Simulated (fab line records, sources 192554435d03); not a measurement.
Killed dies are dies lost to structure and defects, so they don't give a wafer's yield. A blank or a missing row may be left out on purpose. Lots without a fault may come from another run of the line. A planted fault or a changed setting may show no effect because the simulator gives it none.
A struck lot beside a sound one | flow n5_finfet | 16 steps out of a route of 1938
Sound: wafers L779.1, L779.2, L779.5. Struck: wafer L791.1. (L791.3 of the same lot was not struck and is left out.) The cause comes at the end.
At each step with rows: each side's tool, then ch and its chambers, then its first start. Under that, the readings that differ: sound wafers | struck wafers | difference of the means | sigmas: that difference in standard deviations of wafers without a fault.
alike: readings whose means differ by less than 2 such deviations, and words and numbers that are the same on both sides. not compared: withheld readings, readings that some wafer has no value for, bounds like >300 that may hide the same value, and numbers for which the record gives no deviation and whose values overlap.
The two part at a step that has a row with sigmas, a row that says differs or no value, or rows on one side only. Numbers that don't overlap but have no deviation are shown without sigmas and don't part them. A reading that every wafer of one side lacks parts them only if that side has two wafers or more.

N5_FIN_CUT_CD_MEAS_08: target cd 29.1 nm.
  sound on cd_sem-02 ch 0, day 2 15:34; struck on cd_sem-03 ch 0, day 5 15:52
  alike: cd_nm
N5_FIN_CUT_OVL_MEAS_09:
  sound on overlay-01 ch 0, day 2 15:36; struck on overlay-01 ch 0, day 5 15:54
  alike: FIN_CUT_OVL
N5_FIN_CUT_INSPECT_10: inspects for defects (brightfield).
  sound on defect_inspect-01, day 2 15:40; struck on defect_inspect-02, day 5 15:58
  alike: raw_defect_count
N5_FIN_CUT_DESCUM_13: chemistry O2, time 7 s.
  sound on rie_diel-01 ch 0,1,2, day 2 16:10; struck on rie_diel-01 ch 1, day 5 15:59
  alike: chamber_pressure_mTorr, drypump_motor_current_A, oes_product_au, rf_vpp_V, showerhead_plenum_p_Torr, throttle_valve_pct
  not compared: rf_hours_counter_h
N5_FIN_CUT_ETCH_30: etches underlayer in N2/H2, target depth 13 nm, time 10.4 s.
  sound on rie_diel-01 ch 0,1,2, day 2 16:13; struck on rie_diel-01 ch 1, day 5 16:02
  alike: chamber_pressure_mTorr, drypump_motor_current_A, etch_rf_on_time_s, oes_product_au, rf_vpp_V, showerhead_plenum_p_Torr, throttle_valve_pct
  not compared: rf_hours_counter_h
then, 1 step without rows for these wafers: N5_FIN_CUT_ETCH_20 (etches SiARC in CF4, target depth 26 nm, time 43.3 s).
N5_FIN_CUT_ETCH_21: etches SOC in N2/H2, target depth 219 nm, overetch 43.8 nm, time 523.5 s.
  sound on rie_diel-01 ch 0,1,2, day 2 16:16; struck on rie_diel-01 ch 1, day 5 16:05
  alike: chamber_pressure_mTorr, drypump_motor_current_A, oes_product_au, rf_vpp_V, showerhead_plenum_p_Torr, throttle_valve_pct
  not compared: rf_hours_counter_h
then, 3 steps without rows for these wafers: N5_FIN_CUT_STRIP_23 (strips in N2/H2); N5_FIN_CUT_STRIP_31 (strips in N2/H2); N5_FIN_CUT_STRIP_24 (strips in CF4).
N5_FIN_CUT_CUT_ETCH_26: etches SiNx in CH3F/O2, target depth 39 nm, time 55.7 s.
  sound on rie_diel-01 ch 0,1,2, day 2 16:37; struck on rie_diel-01 ch 1, day 5 16:26
  alike: chamber_pressure_mTorr, drypump_motor_current_A, oes_product_au, rf_vpp_V, showerhead_plenum_p_Torr, throttle_valve_pct
  not compared: rf_hours_counter_h
then, 1 step without rows for these wafers: N5_FIN_CUT_CUT_ETCH_27 (etches SiO2 in CHF3/O2, target depth 4 nm, overetch 2 nm, time 4.9 s).
N5_FIN_CUT_PRECLEAN_35: cleans in vHF, time 13.3 s.
  sound on vapor_etch-01 ch 0,1, day 2 16:43; struck on vapor_etch-01 ch 1, day 5 16:32
  reading    | sound          | struck | difference | sigmas
  time_s (s) | 13.3 13.3 13.3 | 12.545 | -0.755     |
  alike: drypump_motor_current_A
N5_FIN_CUT_CUT_ETCH_15: etches Si in HBr/Cl2/O2, target depth 100 nm, bt time 10 s, time 42.4 s.
  sound on rie_si-05 ch 0,1,2, day 2 16:49; struck on rie_si-05 ch 0, day 5 16:37
  alike: chamber_pressure_mTorr, drypump_motor_current_A, oes_product_au, throttle_valve_pct
  not compared: rf_hours_counter_h
-- the record jumps here: 6 days lie between the struck wafers' starts before and after (it left off in module FIN_CUT and takes up again in module BEOL_M4, whose first step shown is number 1111 of the route) --
N5_BEOL_M4_RC_MEAS_101:
  sound on prober-02 ch 0, day 8 17:44; struck on prober-01 ch 0, day 11 09:43
  reading        | sound          | struck | difference | sigmas
  IOFF_P (nA/um) | 0.17 0.17 0.16 | 0.25   | +0.08      | +2
  alike: DIBL_N, DIBL_P, IOFF_N, ION_N, ION_P, SS_N, SS_P, VT_N, VT_P
-- the record jumps here: 4 days lie between the struck wafers' starts before and after (it left off in module BEOL_M4 and takes up again in module PASSIVATION, whose first step shown is number 1936 of the route) --
N5_PASSIVATION_PROBE_49:
  sound on prober-02, day 12 16:20; struck on prober-01, day 15 10:08
  alike: defect_limited_yield, killed_at_M0_to_M3, killed_at_M4_up, killed_at_contacts, killed_at_front_end, killed_at_other, killed_dies, killed_open, killed_short, sort_bin_5_function, sort_bin_6_memory, sort_bin_8_speed, sort_n_pass, sort_yield_pct

WHERE THEY PART
Only at N5_BEOL_M4_RC_MEAS_101, within this record. Later steps at which nothing parts them and some readings are alike: N5_PASSIVATION_PROBE_49.

WHY: what the simulator had put in
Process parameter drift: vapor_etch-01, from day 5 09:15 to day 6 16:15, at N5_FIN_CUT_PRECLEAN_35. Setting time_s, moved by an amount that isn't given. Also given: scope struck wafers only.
